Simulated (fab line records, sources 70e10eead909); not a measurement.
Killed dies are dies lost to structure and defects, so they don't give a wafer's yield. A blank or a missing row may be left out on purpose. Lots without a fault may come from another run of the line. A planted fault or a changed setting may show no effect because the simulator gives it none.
fab line records | flow nand_harc
record lots=22 wafers=66 last_day=24
route steps=1159 shown A_STAIRCASE@563
lots that met no fault: from a run of the same line without faults
start_h: hours from the record's first day to the start of the lot's first wafer shown | wait_h: hours since the lot's step before | " the same as in the row above | L1.1+2: a row that stands for several wafers | - no value, or no start given | * or withheld: withheld | < > ~ a bound
route shown NAME@n: a module of which the file shows steps, and the number in the route of the first | usual: mean/standard deviation of fault-free wafers | same: alike in all rows | chamber/n: place in a boat | sites: the reading at each site | _std_site: their standard deviation | _edge_site: outer sites' mean less inner sites' | radius_mm: how far each site lies from the wafer's centre | mask NAME#n: copy n | behind: the tool/chamber that last shaped the wafer | hold: why the lot was held/for how many hours/how that ended | device: the transistor (n, p or np) that didn't switch | end of line: the same wafers' tests at the end of the route | a step without rows: its recipe alone | killed: dies lost to structure and defects at the first sort, not the wafer's yield | map: a wafer's dies, x killed, . not, _ none there
set.NAME: the setting as run; set.NAME@STEP: as run at that earlier step | model.NAME: the simulator's own value behind a step, which no gauge read
steps of the route over a sample of lots; a table a step, a row a wafer
services: from which hour (start_h, from the record's first day; less than 0 if before it) a tool's chamber was out of use, for how many hours, and why
## steps
# step NHARC_A_STAIRCASE_TRIM_26
# recipe time_s=211.2 o2_flow_sccm=500 ar_flow_sccm=0 bias_w=0 chemistry=O2
# usual drypump_motor_current_A=5.7/0.37 oes_product_au=1.002/0.009 rf_vpp_V=57.8/0.92 showerhead_plenum_p_Torr=3.50/0.13 throttle_valve_pct=17.036/0.0086
# same bias_w=0
# columns lot.wafer tool chamber start_h wait_h drypump_motor_current_A oes_product_au rf_hours_counter_h rf_vpp_V showerhead_plenum_p_Torr throttle_valve_pct
L075.3 rie_diel-07 0 - - 5.9 1.006 4 57.9 3.77 17.035
L075.4 " 1 " " 5.6 1.008 3 57.3 3.51 17.037
L075.6 " 1 " " 5.6 1.008 - 58.5 3.51 17.039
L079.2 rie_diel-08 0 - - 5.8 1.015 49 55.9 3.34 17.028
L079.1 " 3 " " 5.5 0.996 49 56.5 3.33 17.029
L079.6 " 0 " " 5.7 1.012 - 58.4 3.34 17.028
L077.1 rie_diel-01 2 - - 6.0 0.998 43 58.6 3.63 17.044
L077.5 " 0 " " 6.7 1.014 - 57.5 3.31 17.022
L077.6 " 1 " " 5.1 1.004 - 58.1 3.36 17.041
L078.2 rie_diel-07 0 - - 5.8 1.016 5 57.5 3.77 17.026
L078.4 " 1 " " 5.6 1.004 5 56.7 3.51 17.039
L078.1 " 2 " " 5.9 1.008 5 57.6 3.56 17.041
L081.2 rie_diel-07 0 - - 5.8 1.012 8 58.0 3.77 17.047
L081.1 " 2 " " 5.9 1.017 8 60.4 3.56 17.047
L081.6 " 3 " " 5.2 0.994 - 57.5 3.50 17.029
L080.1 rie_diel-01 1 - - 5.1 1.002 51 57.1 3.35 17.037
L080.3 " 2 " " 6.0 0.986 47 57.6 3.62 17.030
L080.6 " 1 " " 5.1 0.992 - 57.3 3.35 17.044
L082.2 rie_diel-08 1 - - 5.5 0.999 55 57.7 3.48 17.031
L082.3 " 2 " " 6.0 0.997 45 57.7 3.38 17.021
L082.6 " 0 " " 5.8 1.016 - 57.4 3.33 17.038
L084.2 rie_diel-01 3 - - 5.4 0.984 55 57.6 3.47 17.044
L084.1 " 0 " " 6.7 1.011 60 58.1 3.30 17.040
L084.5 " 2 " " 6.0 0.993 - 57.6 3.62 17.027
L083.1 rie_diel-07 0 - - 5.8 1.014 19 59.1 3.76 17.036
L083.3 " 3 " " 5.3 0.992 20 57.8 3.49 17.036
L083.6 " 1 " " 5.6 0.998 - 58.3 3.50 17.036
L086.1 rie_diel-07 0 - - 5.8 1.006 22 58.7 3.76 17.043
L086.5 " 2 " " 5.9 0.995 - 57.9 3.55 17.028
L086.6 " 3 " " 5.3 0.990 - 57.4 3.49 17.033
L088.2 rie_diel-07 2 - - 6.0 1.007 23 59.2 3.55 17.029
L088.3 " 0 " " 5.8 1.008 22 58.6 3.76 17.041
L088.6 " 1 " " 5.6 1.004 - 58.7 3.50 17.029
L085.4 rie_diel-07 0 - - 5.8 1.007 23 59.8 3.76 17.036
L085.1 " 1 " " 5.7 1.012 23 58.8 3.50 17.055
L085.6 " 0 " " 5.8 1.006 - 59.7 3.76 17.054
L087.1 rie_diel-07 1 - - 5.7 1.005 30 57.9 3.49 17.037
L087.3 " 2 " " 6.0 1.010 32 57.6 3.55 17.031
L087.4 " 2 " " 6.0 1.002 - 58.8 3.54 17.034
L089.1 rie_diel-07 3 - - 5.3 0.996 32 59.3 3.49 17.055
L089.5 " 2 " " 5.9 1.001 - 58.4 3.54 17.046
L089.6 " 3 " " 5.3 0.991 - 57.7 3.48 17.028
L090.4 rie_diel-08 0 - - 5.8 1.007 15 58.3 3.32 17.036
L090.5 " 3 " " 5.5 0.992 - 57.5 3.32 17.043
L090.6 " 0 " " 5.8 0.995 - 56.2 3.32 17.037
L091.4 rie_diel-01 1 - - 5.1 1.002 9 57.7 3.34 17.029
L091.3 " 2 " " 6.0 0.994 9 58.3 3.61 17.043
L091.1 " 3 " " 5.4 0.999 11 59.4 3.46 17.034
L092.4 rie_diel-01 1 - - 5.1 0.982 9 56.7 3.34 17.024
L092.6 " 1 " " 5.1 0.993 - 57.8 3.34 17.048
L092.5 " 2 " " 6.0 0.992 - 57.6 3.61 17.033
L094.4 rie_diel-07 1 - - 5.6 1.010 40 56.9 3.49 17.029
L094.6 " 1 " " 5.6 1.006 - 58.9 3.49 17.033
L094.5 " 2 " " 5.9 1.011 - 56.8 3.54 17.047
L093.3 rie_diel-07 3 - - 5.3 1.000 41 58.0 3.48 17.030
L093.4 " 0 " " 5.8 1.016 36 57.8 3.75 17.036
L093.1 " 1 " " 5.7 1.004 40 57.7 3.49 17.052
L095.2 rie_diel-08 1 - - 5.5 0.994 15 59.5 3.48 17.040
L095.4 " 2 " " 6.0 0.992 24 57.8 3.37 17.048
L095.1 " 3 " " 5.6 1.004 26 56.5 3.31 17.045
L096.4 rie_diel-07 0 - - 5.8 1.009 46 57.6 3.74 17.037
L096.3 " 1 " " 5.6 1.007 48 56.9 3.48 17.030
L096.6 " 2 " " 6.0 1.008 - 57.6 3.54 17.031
L097.4 rie_diel-07 2 - - 6.0 1.016 52 59.2 3.53 17.054
L097.2 " 0 " " 5.9 1.018 47 58.3 3.74 17.060
L097.1 " 1 " " 5.6 1.022 49 58.8 3.48 17.029
# step NHARC_A_STAIRCASE_TRIM_187
# recipe time_s=211.2 o2_flow_sccm=500 ar_flow_sccm=0 bias_w=0 chemistry=O2
# usual drypump_motor_current_A=5.7/0.39 oes_product_au=1.003/0.0097 rf_vpp_V=57.7/0.89 showerhead_plenum_p_Torr=3.46/0.14 throttle_valve_pct=17.036/0.0091
# same bias_w=0
# columns lot.wafer tool chamber start_h wait_h drypump_motor_current_A oes_product_au rf_hours_counter_h rf_vpp_V showerhead_plenum_p_Torr throttle_valve_pct
L075.3 rie_diel-01 0 259.12 0.1 6.7 1.010 44 57.4 3.31 17.053
L075.4 " 2 " " 6.0 1.001 41 59.0 3.63 17.034
L075.6 " 0 " " 6.7 1.007 - 58.3 3.31 17.024
L079.1 rie_diel-08 3 263.90 0.1 5.5 1.004 50 57.3 3.33 17.038
L079.2 " 0 " " 5.8 1.018 50 55.6 3.34 17.047
L079.6 " 1 " " 5.6 1.008 - 57.5 3.49 17.029
L077.1 rie_diel-08 1 264.41 0.3 5.5 1.006 42 56.8 3.49 17.026
L077.6 " 1 " " 5.5 0.990 - 57.3 3.49 17.021
L077.5 " 0 " " 5.7 1.010 - 58.9 3.34 17.047
L078.2 rie_diel-08 0 265.14 0.4 5.8 1.007 50 57.3 3.33 17.011
L078.1 " 1 " " 5.5 0.995 42 58.9 3.49 17.039
L078.4 " 3 " " 5.5 1.004 - 56.2 3.33 17.032
L081.1 rie_diel-08 1 271.67 0.3 5.5 0.999 46 57.3 3.49 17.057
L081.2 " 0 " " 5.8 1.019 54 57.2 3.33 17.044
L081.6 " 3 " " 5.5 1.005 - 57.4 3.33 17.036
L080.3 rie_diel-07 2 271.87 0.1 6.0 1.013 10 57.1 3.56 17.044
L080.1 " 3 " " 5.3 0.991 9 56.4 3.50 17.028
L080.6 " 1 " " 5.6 1.020 - 58.6 3.50 17.032
L082.3 rie_diel-07 1 303.19 0.1 5.6 1.024 17 58.7 3.50 17.041
L082.2 " 3 " " 5.3 1.004 19 58.4 3.49 17.039
L082.6 " 0 " " 5.8 1.009 - 57.9 3.76 17.037
L084.2 rie_diel-01 0 303.32 0.1 6.7 1.003 61 56.5 3.30 17.038
L084.1 " 3 " " 5.4 0.978 56 57.7 3.47 17.022
L084.5 " 1 " " 5.1 0.998 - 57.9 3.35 17.036
L083.1 rie_diel-07 0 307.71 0.2 5.9 1.015 20 58.7 3.76 17.049
L083.3 " 1 " " 5.6 1.014 20 57.0 3.50 17.026
L083.6 " 0 " " 5.8 1.012 - 59.0 3.76 17.036
L086.1 rie_diel-08 0 312.08 0.1 5.8 1.010 0 57.7 3.33 17.052
L086.6 " 0 " " 5.8 0.993 - 58.1 3.33 17.046
L086.5 " 1 " " 5.5 0.996 - 59.1 3.48 17.028
L088.2 rie_diel-07 0 313.00 0.1 5.9 1.011 23 57.1 3.76 17.035
L088.3 " 2 " " 5.9 1.010 24 57.0 3.55 17.027
L088.6 " 3 " " 5.3 0.991 - 58.4 3.49 17.047
L085.4 rie_diel-07 3 315.12 0.1 5.3 0.988 24 58.2 3.49 17.022
L085.1 " 2 " " 6.0 1.009 24 57.6 3.55 17.026
L085.6 " 0 " " 5.8 1.016 - 58.7 3.76 17.034
L089.1 rie_diel-01 1 331.18 0.2 5.1 0.997 2 58.2 3.34 17.055
L089.5 " 2 " " 6.0 1.005 - 59.4 3.61 17.044
L089.6 " 3 " " 5.3 0.978 - 57.1 3.47 17.040
L087.4 rie_diel-07 1 331.20 0.2 5.7 1.004 31 57.9 3.49 17.044
L087.1 " 3 " " 5.3 0.992 33 58.1 3.48 17.030
L087.3 " 0 " " 5.8 1.000 27 59.8 3.75 17.041
L090.4 rie_diel-08 3 342.76 0.1 5.5 1.003 16 57.7 3.32 17.026
L090.6 " 2 " " 6.0 0.987 - 58.8 3.38 17.031
L090.5 " 3 " " 5.5 1.008 - 58.5 3.32 17.030
L091.3 rie_diel-08 3 353.12 0.1 5.6 1.007 19 55.6 3.32 17.047
L091.1 " 0 " " 5.8 1.009 18 57.7 3.32 17.021
L091.4 " 3 " " 5.6 0.996 - 57.3 3.32 17.038
L092.6 rie_diel-08 3 353.45 0.1 5.5 0.997 - 58.2 3.32 17.041
L092.5 " 0 " " 5.8 1.012 - 57.0 3.32 17.022
L092.4 " 2 " " 6.0 0.995 - 57.9 3.37 17.031
L094.4 rie_diel-01 3 356.84 0.1 5.3 0.995 13 58.2 3.46 17.020
L094.5 " 1 " " 5.1 0.995 - 56.6 3.34 17.032
L094.6 " 2 " " 6.0 0.998 - 58.3 3.61 17.033
L093.1 rie_diel-07 0 357.01 0.1 5.8 1.005 37 58.4 3.75 17.027
L093.3 " 1 " " 5.6 1.010 41 58.8 3.49 17.040
L093.4 " 2 " " 5.9 1.014 42 56.5 3.54 17.043
L095.2 rie_diel-01 2 373.15 0.1 6.0 1.012 16 57.4 3.61 17.041
L095.1 " 3 " " 5.4 0.999 20 58.5 3.46 17.020
L095.4 " 0 " " 6.7 1.022 19 57.3 3.29 17.036
L096.3 rie_diel-01 1 378.75 0.1 5.1 0.992 18 56.9 3.33 17.038
L096.4 " 0 " " 6.7 1.012 21 55.9 3.29 17.042
L096.6 " 2 " " 6.0 0.992 - 58.0 3.60 17.044
L097.4 rie_diel-07 1 381.10 0.1 5.6 1.006 49 58.3 3.48 17.038
L097.1 " 2 " " 5.9 1.011 52 57.6 3.53 17.039
L097.2 " 3 " " 5.3 1.005 53 58.5 3.47 17.034
# step NHARC_A_STAIRCASE_TRIM_229
# recipe time_s=211.2 o2_flow_sccm=500 ar_flow_sccm=0 bias_w=0 chemistry=O2
# usual drypump_motor_current_A=5.8/0.43 oes_product_au=1.001/0.0095 rf_vpp_V=57.6/0.9 showerhead_plenum_p_Torr=3.44/0.12 throttle_valve_pct=17.037/0.0089
# same bias_w=0
# columns lot.wafer tool chamber start_h wait_h drypump_motor_current_A oes_product_au rf_hours_counter_h rf_vpp_V showerhead_plenum_p_Torr throttle_valve_pct
L075.3 rie_diel-08 0 264.29 0.2 5.8 1.008 50 57.9 3.34 17.040
L075.4 " 1 " " 5.5 0.991 - 59.5 3.49 17.053
L075.6 " 0 " " 5.8 1.007 - 57.7 3.34 17.038
L079.2 rie_diel-01 2 271.78 0.3 6.0 0.995 49 58.6 3.62 17.042
L079.1 " 3 " " 5.4 0.983 48 58.1 3.48 17.038
L079.6 " 2 " " 6.0 0.995 - 59.4 3.62 17.040
L078.2 rie_diel-08 2 272.68 0.1 6.0 0.994 36 56.0 3.39 17.034
L078.1 " 3 " " 5.5 1.013 55 58.4 3.33 17.045
L078.4 " 0 " " 5.7 1.029 55 57.9 3.33 17.040
L077.1 rie_diel-08 3 273.39 0.1 5.5 1.008 55 57.2 3.33 17.026
L077.6 " 2 " " 6.0 0.987 - 58.3 3.39 17.029
L077.5 " 3 " " 5.5 0.993 - 56.3 3.33 17.036
L081.1 rie_diel-08 3 277.66 0.1 5.6 1.007 57 59.2 3.33 17.036
L081.2 " 2 " " 6.0 0.985 39 58.1 3.39 17.034
L081.6 " 3 " " 5.6 1.002 - 57.4 3.33 17.018
L080.1 rie_diel-07 1 277.70 0.1 5.6 1.018 11 56.7 3.50 17.041
L080.3 " 0 " " 5.8 1.016 11 59.1 3.76 17.046
L080.6 " 2 " " 5.9 1.012 - 56.8 3.56 17.044
L082.3 rie_diel-01 0 308.46 0.1 6.7 1.008 63 56.9 3.30 17.028
L082.2 " 1 " " 5.1 0.996 67 55.9 3.35 17.043
L082.6 " 3 " " 5.4 0.990 - 57.2 3.47 17.032
L084.1 rie_diel-07 2 309.00 0.2 5.9 1.010 22 58.2 3.55 17.024
L084.2 " 3 " " 5.3 0.995 22 58.8 3.49 17.036
L084.5 " 2 " " 5.9 0.997 - 57.4 3.55 17.039
L083.1 rie_diel-08 0 314.51 0.1 5.8 1.003 1 58.4 3.33 17.033
L083.3 " 1 " " 5.5 0.986 1 57.0 3.48 17.036
L083.6 " 2 " " 6.0 1.007 - 57.4 3.38 17.038
L086.1 rie_diel-07 0 317.57 0.4 5.8 1.007 25 58.9 3.76 17.048
L086.6 " 3 " " 5.3 0.994 - 57.6 3.49 17.026
L086.5 " 0 " " 5.8 1.003 - 58.7 3.76 17.045
L088.3 rie_diel-07 2 320.02 0.1 6.0 1.000 29 58.0 3.55 17.039
L088.2 " 3 " " 5.3 1.005 29 57.6 3.49 17.036
L088.6 " 1 " " 5.7 1.013 - 56.5 3.50 17.038
L085.1 rie_diel-01 1 324.08 0.1 5.1 1.000 0 57.9 3.34 17.043
L085.4 " 3 " " 5.4 0.995 0 57.5 3.47 17.034
L085.6 " 0 " " 6.7 1.000 - 56.7 3.30 17.030
L089.1 rie_diel-08 1 337.60 0.1 5.5 0.997 12 57.8 3.48 17.022
L089.5 " 1 " " 5.5 0.992 - 57.7 3.48 17.031
L089.6 " 2 " " 6.0 1.002 - 57.0 3.38 17.020
L087.4 rie_diel-01 2 338.27 0.1 6.1 1.001 5 58.4 3.61 17.040
L087.3 " 3 " " 5.4 0.986 7 59.1 3.47 17.044
L087.1 " 1 " " 5.1 0.994 6 57.6 3.34 17.036
L090.4 rie_diel-01 1 347.81 0.1 5.1 1.003 8 57.2 3.34 17.028
L090.5 " 2 " " 6.0 1.010 - 59.0 3.61 17.050
L090.6 " 3 " " 5.4 0.995 - 57.6 3.46 17.023
L091.3 rie_diel-08 3 359.28 0.1 5.5 1.010 22 57.6 3.31 17.041
L091.1 " 2 " " 6.0 0.995 19 57.4 3.37 17.036
L091.4 " 3 " " 5.5 1.008 - 57.9 3.32 17.042
L092.4 rie_diel-01 1 359.30 0.1 5.1 1.012 12 57.7 3.34 17.027
L092.6 " 3 " " 5.4 1.004 - 58.9 3.46 17.038
L092.5 " 0 " " 6.7 1.017 - 58.5 3.29 17.057
L094.4 rie_diel-01 2 362.13 0.1 6.0 1.003 13 57.1 3.61 17.047
L094.6 " 3 " " 5.4 0.993 - 57.3 3.46 17.040
L094.5 " 0 " " 6.7 1.000 - 57.1 3.29 17.049
L093.3 rie_diel-07 3 362.41 0.1 5.3 0.991 44 58.3 3.48 17.036
L093.4 " 0 " " 5.8 1.015 39 57.3 3.75 17.040
L093.1 " 1 " " 5.6 1.015 43 58.7 3.49 17.041
L095.4 rie_diel-08 1 378.27 0.1 5.5 0.988 20 58.9 3.47 17.039
L095.1 " 2 " " 6.0 0.992 28 57.3 3.37 17.037
L095.2 " 3 " " 5.5 0.999 31 56.6 3.31 17.018
L096.4 rie_diel-08 2 383.83 0.1 6.0 1.001 29 57.1 3.37 17.022
L096.3 " 3 " " 5.5 0.996 32 58.0 3.31 17.034
L096.6 " 1 " " 5.5 0.990 - 56.6 3.47 17.031
L097.1 rie_diel-01 0 385.96 0.1 6.7 1.018 24 57.2 3.29 17.043
L097.2 " 3 " " 5.4 0.989 24 57.1 3.46 17.032
L097.4 " 2 " " 6.1 1.006 - 57.7 3.60 17.028
# step NHARC_A_STAIRCASE_ETCH_230
# recipe target_depth_a=1000 time_s=40.5 ion_energy_ev=400 c4f8_flow_sccm=20 o2_flow_sccm=10 ar_flow_sccm=withheld rf_w=600 bias_w=1000 chemistry=C4F8/O2
# usual bias_w=1000.0/3 oes_product_au=0.943/0.014 rf_vpp_V=893/4.7
# columns lot.wafer tool chamber start_h wait_h bias_w oes_product_au rf_hours_counter_h rf_vpp_V
L075.3 rie_diel-08 3 - - 998.7 0.948 50 890
L075.4 " 3 " " 1001.5 0.923 - 889
L075.6 " 0 " " 1000.5 0.936 - 889
L079.1 rie_diel-01 3 - - 998.8 0.909 48 894
L079.2 " 0 " " 1002.0 0.927 52 889
L079.6 " 3 " " 997.0 0.908 - 894
L078.1 rie_diel-08 1 - - 1003.0 0.942 47 896
L078.4 " 2 " " 1000.7 0.921 36 891
L078.2 " 3 " " 998.6 0.948 55 890
L077.1 rie_diel-08 3 - - 1005.9 0.944 56 886
L077.6 " 1 " " 999.1 0.932 - 894
L077.5 " 2 " " 1003.8 0.912 - 891
L080.1 rie_diel-07 3 - - 1002.4 0.940 11 894
L080.3 " 2 " " 998.9 0.950 12 898
L080.6 " 3 " " 999.2 0.934 - 896
L081.2 rie_diel-08 1 - - 999.1 0.950 50 896
L081.1 " 2 " " 1002.9 0.931 39 890
L081.6 " 1 " " 998.7 0.951 - 895
L082.2 rie_diel-01 1 - - 1002.9 0.939 67 889
L082.3 " 2 " " 999.3 0.940 62 899
L082.6 " 1 " " 1002.4 0.937 - 890
L084.1 rie_diel-07 1 - - 998.3 0.951 21 894
L084.2 " 2 " " 996.5 0.939 22 897
L084.5 " 0 " " 998.5 0.947 - 905
L083.1 rie_diel-08 1 - - 1006.4 0.941 1 894
L083.3 " 2 " " 997.8 0.944 1 891
L083.6 " 0 " " 997.4 0.942 - 889
L086.1 rie_diel-07 1 - - 1000.6 0.956 26 895
L086.5 " 1 " " 999.8 0.948 - 895
L086.6 " 2 " " 1001.8 0.936 - 896
L088.3 rie_diel-07 3 - - 994.8 0.952 29 893
L088.2 " 2 " " 998.6 0.941 29 898
L088.6 " 3 " " 997.4 0.950 - 896
L085.4 rie_diel-01 3 - - 1000.6 0.966 0 893
L085.1 " 1 " " 1003.4 0.956 0 890
L085.6 " 3 " " 999.6 0.973 - 895
L089.1 rie_diel-08 1 - - 1000.6 0.930 12 893
L089.5 " 0 " " 999.9 0.948 - 888
L089.6 " 1 " " 1003.4 0.932 - 893
L087.3 rie_diel-01 3 - - 1003.3 0.945 7 893
L087.4 " 1 " " 997.2 0.949 6 890
L087.1 " 2 " " 996.7 0.949 6 900
L090.4 rie_diel-01 0 - - 996.1 0.925 10 888
L090.6 " 0 " " 1005.4 0.921 - 888
L090.5 " 1 " " 997.5 0.913 - 888
L092.4 rie_diel-01 3 - - 998.4 0.936 15 896
L092.5 " 0 " " 1002.9 0.961 - 887
L092.6 " 1 " " 997.0 0.952 - 889
L091.1 rie_diel-08 3 - - 997.2 0.965 22 888
L091.3 " 0 " " 1001.4 0.963 21 888
L091.4 " 2 " " 1000.6 0.959 - 891
L094.4 rie_diel-01 3 - - 1000.3 0.936 16 892
L094.5 " 3 " " 1001.4 0.938 - 894
L094.6 " 0 " " 998.2 0.954 - 888
L093.4 rie_diel-07 0 - - 1002.2 0.935 39 903
L093.1 " 1 " " 995.3 0.934 43 895
L093.3 " 3 " " 998.8 0.916 44 894
L095.2 rie_diel-08 0 - - 1000.0 0.953 31 888
L095.1 " 2 " " 998.2 0.946 28 890
L095.4 " 3 " " 1002.2 0.956 31 887
L096.3 rie_diel-08 2 - - 1001.3 0.976 29 892
L096.4 " 3 " " 1000.3 0.969 32 886
L096.6 " 0 " " 998.5 0.957 - 888
L097.2 rie_diel-01 3 - - 1001.5 0.927 25 893
L097.1 " 0 " " 1001.6 0.933 24 888
L097.4 " 0 " " 998.0 0.947 - 887
# step NHARC_A_STAIRCASE_ETCH_232
# recipe target_depth_a=1000 time_s=40.5 ion_energy_ev=400 c4f8_flow_sccm=20 o2_flow_sccm=10 ar_flow_sccm=withheld rf_w=600 bias_w=1000 chemistry=C4F8/O2
# usual bias_w=999.6/2.9 oes_product_au=0.940/0.011 rf_vpp_V=893/4.5
# columns lot.wafer tool chamber start_h wait_h bias_w oes_product_au rf_hours_counter_h rf_vpp_V
L075.3 rie_diel-08 0 - - 1003.3 0.938 51 889
L075.6 " 1 " " 999.0 0.921 - 895
L075.4 " 0 " " 999.4 0.933 - 889
L079.2 rie_diel-01 0 - - 1000.2 0.935 52 889
L079.1 " 1 " " 997.4 0.930 53 890
L079.6 " 1 " " 1002.0 0.931 - 888
L078.2 rie_diel-08 3 - - 1002.6 0.942 55 888
L078.4 " 0 " " 993.8 0.949 55 889
L078.1 " 1 " " 1000.6 0.933 47 895
L077.1 rie_diel-08 2 - - 1001.0 0.924 37 890
L077.6 " 1 " " 1001.5 0.928 - 893
L077.5 " 2 " " 997.4 0.929 - 890
L080.1 rie_diel-07 0 - - 995.0 0.938 11 904
L080.3 " 1 " " 999.5 0.940 11 896
L080.6 " 3 " " 1001.0 0.937 - 895
L081.2 rie_diel-08 2 - - 1000.1 0.935 39 892
L081.1 " 0 " " 997.0 0.936 58 890
L081.6 " 2 " " 1000.5 0.920 - 891
L082.3 rie_diel-01 0 - - 994.2 0.941 64 887
L082.2 " 2 " " 999.4 0.943 62 898
L082.6 " 3 " " 999.1 0.935 - 894
L084.1 rie_diel-07 3 - - 994.5 0.923 22 895
L084.2 " 1 " " 997.7 0.952 22 894
L084.5 " 3 " " 995.9 0.923 - 895
L083.1 rie_diel-08 0 - - 999.2 0.953 2 889
L083.3 " 2 " " 1001.3 0.945 1 889
L083.6 " 1 " " 1002.7 0.941 - 896
L086.1 rie_diel-07 1 - - 1004.0 0.949 26 894
L086.5 " 3 " " 997.9 0.946 - 894
L086.6 " 0 " " 999.6 0.940 - 905
L088.3 rie_diel-07 1 - - 1001.0 0.942 27 893
L088.2 " 2 " " 999.4 0.953 29 896
L088.6 " 2 " " 999.0 0.950 - 897
L085.4 rie_diel-01 3 - - 991.6 0.952 0 893
L085.1 " 2 " " 997.7 0.960 0 900
L085.6 " 3 " " 995.5 0.971 - 894
L089.1 rie_diel-08 2 - - 1000.1 0.941 13 890
L089.6 " 0 " " 1008.1 0.945 - 888
L089.5 " 1 " " 1000.7 0.931 - 893
L087.4 rie_diel-01 3 - - 1004.2 0.921 7 894
L087.1 " 0 " " 998.8 0.942 7 888
L087.3 " 2 " " 995.3 0.939 6 898
L090.4 rie_diel-01 1 - - 998.3 0.949 8 888
L090.6 " 0 " " 1003.2 0.956 - 888
L090.5 " 1 " " 1000.9 0.936 - 888
L092.4 rie_diel-01 2 - - 1000.0 0.934 13 899
L092.6 " 2 " " 999.4 0.939 - 898
L092.5 " 3 " " 1000.4 0.937 - 893
L091.3 rie_diel-08 2 - - 998.2 0.949 20 888
L091.1 " 3 " " 1002.5 0.954 22 887
L091.4 " 2 " " 995.3 0.940 - 891
L094.4 rie_diel-01 2 - - 999.1 0.949 13 899
L094.5 " 0 " " 1001.0 0.961 - 888
L094.6 " 1 " " 1002.7 0.945 - 890
L093.4 rie_diel-07 1 - - 997.2 0.937 43 896
L093.1 " 2 " " 1000.1 0.934 44 895
L093.3 " 3 " " 993.1 0.927 44 893
L095.2 rie_diel-08 1 - - 999.7 0.933 21 895
L095.4 " 2 " " 1006.9 0.926 28 890
L095.1 " 3 " " 996.9 0.954 31 888
L096.4 rie_diel-08 1 - - 1004.6 0.957 22 895
L096.3 " 0 " " 998.8 0.949 33 887
L096.6 " 1 " " 999.4 0.951 - 895
L097.2 rie_diel-01 3 - - 1001.4 0.923 25 893
L097.1 " 2 " " 1001.3 0.938 22 899
L097.4 " 0 " " 1000.7 0.944 - 888
# step NHARC_A_STAIRCASE_ETCH_234
# recipe target_depth_a=1000 time_s=40.5 ion_energy_ev=400 c4f8_flow_sccm=20 o2_flow_sccm=10 ar_flow_sccm=withheld rf_w=600 bias_w=1000 chemistry=C4F8/O2
# usual bias_w=999.9/2.9 oes_product_au=0.942/0.01 rf_vpp_V=892/4.3
# columns lot.wafer tool chamber start_h wait_h bias_w oes_product_au rf_hours_counter_h rf_vpp_V
L075.3 rie_diel-08 1 - - 1006.6 0.939 43 895
L075.6 " 3 " " 1003.4 0.932 - 888
L075.4 " 1 " " 1002.2 0.927 - 894
L079.1 rie_diel-01 1 - - 998.7 0.952 54 889
L079.2 " 3 " " 997.9 0.942 49 894
L079.6 " 1 " " 1002.5 0.947 - 889
L078.4 rie_diel-08 3 - - 998.4 0.940 56 889
L078.2 " 0 " " 999.6 0.944 56 889
L078.1 " 2 " " 996.1 0.915 37 890
L077.1 rie_diel-08 2 - - 1005.1 0.942 38 892
L077.5 " 3 " " 1002.3 0.948 - 890
L077.6 " 0 " " 997.5 0.949 - 888
L080.3 rie_diel-07 3 - - 996.5 0.944 11 895
L080.1 " 0 " " 1003.6 0.951 11 904
L080.6 " 2 " " 1000.8 0.947 - 897
L081.2 rie_diel-08 3 - - 1002.9 0.944 58 889
L081.1 " 2 " " 1003.6 0.938 40 890
L081.6 " 0 " " 994.9 0.951 - 887
L082.2 rie_diel-01 0 - - 1005.5 0.938 64 886
L082.3 " 2 " " 1000.7 0.923 62 898
L082.6 " 1 " " 999.3 0.935 - 889
L084.2 rie_diel-07 3 - - 1000.6 0.919 23 895
L084.1 " 1 " " 998.7 0.947 22 894
L084.5 " 3 " " 1000.6 0.926 - 894
L083.1 rie_diel-08 0 - - 998.6 0.957 2 889
L083.3 " 2 " " 996.3 0.936 2 891
L083.6 " 1 " " 1004.0 0.945 - 895
L086.1 rie_diel-07 3 - - 1002.6 0.932 28 895
L086.6 " 3 " " 1003.0 0.935 - 896
L086.5 " 0 " " 996.8 0.950 - 905
L088.3 rie_diel-07 2 - - 1004.6 0.950 29 897
L088.2 " 1 " " 1001.6 0.958 27 895
L088.6 " 3 " " 997.9 0.951 - 894
L085.1 rie_diel-01 2 - - 1002.5 0.950 0 898
L085.4 " 3 " " 1002.5 0.963 0 895
L085.6 " 1 " " 998.1 0.935 - 889
L089.1 rie_diel-08 0 - - 999.1 0.950 14 888
L089.6 " 0 " " 1000.0 0.946 - 888
L089.5 " 1 " " 1001.2 0.937 - 894
L087.4 rie_diel-01 3 - - 1004.4 0.921 8 894
L087.3 " 0 " " 997.1 0.949 7 888
L087.1 " 2 " " 1003.5 0.931 6 899
L090.4 rie_diel-01 2 - - 996.9 0.939 8 899
L090.5 " 3 " " 997.8 0.937 - 895
L090.6 " 0 " " 1001.3 0.954 - 888
L092.4 rie_diel-01 1 - - 998.2 0.932 13 889
L092.6 " 3 " " 1002.9 0.939 - 894
L092.5 " 0 " " 1000.3 0.939 - 888
L091.3 rie_diel-08 0 - - 1002.1 0.944 21 888
L091.1 " 3 " " 1004.0 0.944 22 888
L091.4 " 0 " " 997.0 0.943 - 887
L094.4 rie_diel-01 2 - - 997.1 0.957 14 899
L094.5 " 2 " " 999.7 0.960 - 899
L094.6 " 3 " " 1000.2 0.936 - 893
L093.3 rie_diel-07 1 - - 998.3 0.947 43 895
L093.4 " 2 " " 998.9 0.935 45 896
L093.1 " 3 " " 997.4 0.943 45 895
L095.1 rie_diel-08 1 - - 1003.1 0.951 21 895
L095.4 " 2 " " 1005.7 0.942 28 889
L095.2 " 0 " " 998.3 0.956 31 889
L096.3 rie_diel-08 2 - - 1000.0 0.948 30 891
L096.4 " 3 " " 993.6 0.950 32 888
L096.6 " 1 " " 1003.6 0.957 - 895
L097.2 rie_diel-01 2 - - 999.9 0.932 22 898
L097.1 " 3 " " 1001.2 0.921 25 894
L097.4 " 3 " " 1001.2 0.924 - 891
## services
# columns tool chamber start_h hours kind
rie_diel-08 - 236.07 1.2 repair
rie_diel-08 3 254.08 6.2 repair
rie_diel-08 0 257.49 - clean
rie_diel-08 1 257.49 - clean
rie_diel-08 2 257.49 - clean
rie_diel-08 0 281.99 - clean
rie_diel-08 1 281.99 - clean
rie_diel-08 2 281.99 - clean
rie_diel-08 3 281.99 - clean
rie_diel-08 - 302.88 9.0 pm
rie_diel-08 0 302.88 9.0 vent_cycle
rie_diel-08 1 302.88 9.0 vent_cycle
rie_diel-08 2 302.88 9.0 vent_cycle
rie_diel-08 3 302.88 9.0 vent_cycle
rie_diel-08 0 311.88 - clean
rie_diel-08 1 311.88 - clean
rie_diel-08 1 311.88 - consumable_replace:focus_ring
rie_diel-08 2 311.88 - clean
rie_diel-08 3 311.88 - clean
rie_diel-08 3 311.88 - consumable_replace:focus_ring
rie_diel-01 - 314.93 9.0 pm
rie_diel-08 - 321.30 0.4 repair
rie_diel-08 1 348.57 18.6 repair
rie_diel-01 1 385.95 10.3 repair
## key
fault none
